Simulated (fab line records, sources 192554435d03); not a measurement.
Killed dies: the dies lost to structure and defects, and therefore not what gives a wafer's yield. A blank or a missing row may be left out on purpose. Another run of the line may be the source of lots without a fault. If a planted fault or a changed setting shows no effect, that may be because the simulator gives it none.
Chamber matching ; flow n5_finfet ; rie_diel-05 running N5_BEOL_M5_ETCH_61: 4 sister chambers
The step etches SiARC in CF4, target depth 15.6 nm, time 26 s. 8 wafers are shown with their chamber, then 8 later ones without.

WAFERS, EACH WITH ITS CHAMBER
wafer;chamber;showerhead_plenum_p_Torr (Torr);throttle_valve_pct (%)
L074.3;2;2.17;15.50
L082.5;2;2.17;15.50
L083.3;0;2.20;16.07
L083.5;0;2.21;16.08
L085.3;1;2.04;15.80
L085.4;1;2.04;15.78
L085.6;3;2.07;15.40
L092.4;3;2.07;15.42

WAFERS MISSING THEIR CHAMBER
wafer;showerhead_plenum_p_Torr (Torr);throttle_valve_pct (%)
L092.5;2.20;16.11
L092.6;2.03;15.82
L094.1;2.03;15.80
L094.4;2.07;15.42
L094.5;2.03;15.81
L095.2;2.16;15.56
L095.4;2.07;15.44
L095.6;2.20;16.12

WHICH CHAMBER EACH ONE RAN IN
wafer;from the rows above;in truth
L092.5;0;0
L092.6;1;1
L094.1;1;1
L094.4;3;3
L094.5;1;1
L095.2;2;2
L095.4;3;3
L095.6;0;0
Correctly placed: 8 of 8. Number that these rows cannot place: 0. Wrongly placed: 0.
How it was worked out, from the rows above alone: a wafer's distance from a chamber is the root of the sum, over the readings, of the square of ((its reading less the chamber's mean) divided by the reading's scatter). The wafer belongs to the nearest chamber; if the next one is less than 2 further off, it can't be placed. Each chamber's mean is taken over the wafers shown for it. The scatter: the root of (the sum of the squares of (reading less its chamber's mean) over the shown wafers, divided by (wafers less chambers)).
